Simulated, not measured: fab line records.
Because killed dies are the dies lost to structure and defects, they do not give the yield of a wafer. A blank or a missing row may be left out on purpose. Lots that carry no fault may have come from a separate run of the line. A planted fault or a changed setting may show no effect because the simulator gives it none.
Which tool did it? ; flow n5Finfet ; at 1 step of a route of 1938, 10 lots with 30 wafers sampled

## WHAT EACH GAUGE READ, for each wafer
N5_BEOL_M9_INSPECT_58: inspects for defects (darkfield). Usual: rawDefectCount reads 69 (standard deviation 24).
lot;measured;on;rawDefectCount;flag
L510;day 12 09:12;defectInspect-01;87 56 95;
L511;day 12 21:53;defectInspect-01;57 64 41;
L517;day 13 17:14;defectInspect-01;98 83 69;
L519;day 14 01:04;defectInspect-02;55 71 91;
L520;day 14 18:37;defectInspect-01;58 55 83;
L522;day 15 05:33;defectInspect-01;60 89 75;
L528;day 16 13:52;defectInspect-01;52 31 54;
L526;day 16 23:00;defectInspect-01;44 49 89;
L531;day 17 16:58;defectInspect-02;50 69 62;
L532;day 18 08:27;defectInspect-01;46 41 57;

## TOOL THAT RAN EACH LOT (tool first, then ch and the chambers of the sampled wafers, then the start)
Before these readings, the record contains no process step.

## AS READ BY THE TOOLS THEMSELVES (means over the sampled wafers that have a number; for cases with no such wafer, the mark the record gives instead)
The record holds no such reading with a usual standard deviation.

## THE ANSWER, worked out from the rows above alone
Rule: take the mean of a lot's wafers that have a number; if it is more than 3 standard deviations from the usual mean, the lot is off. A lot without any number at a reading at which 4 lots or more have one is off too. The other lots that the step has rows for count as sound. The gauges are gone through in route order, then the tools' own readings, and for those a lot's mean is taken as printed above. The first step at which some lot is off is used, and at that step the reading that is off furthest; a lot without a number counts as furthest.
None of the lots is off at any reading shown; this tells nothing.

## WHAT WAS PUT IN BY THE SIMULATOR
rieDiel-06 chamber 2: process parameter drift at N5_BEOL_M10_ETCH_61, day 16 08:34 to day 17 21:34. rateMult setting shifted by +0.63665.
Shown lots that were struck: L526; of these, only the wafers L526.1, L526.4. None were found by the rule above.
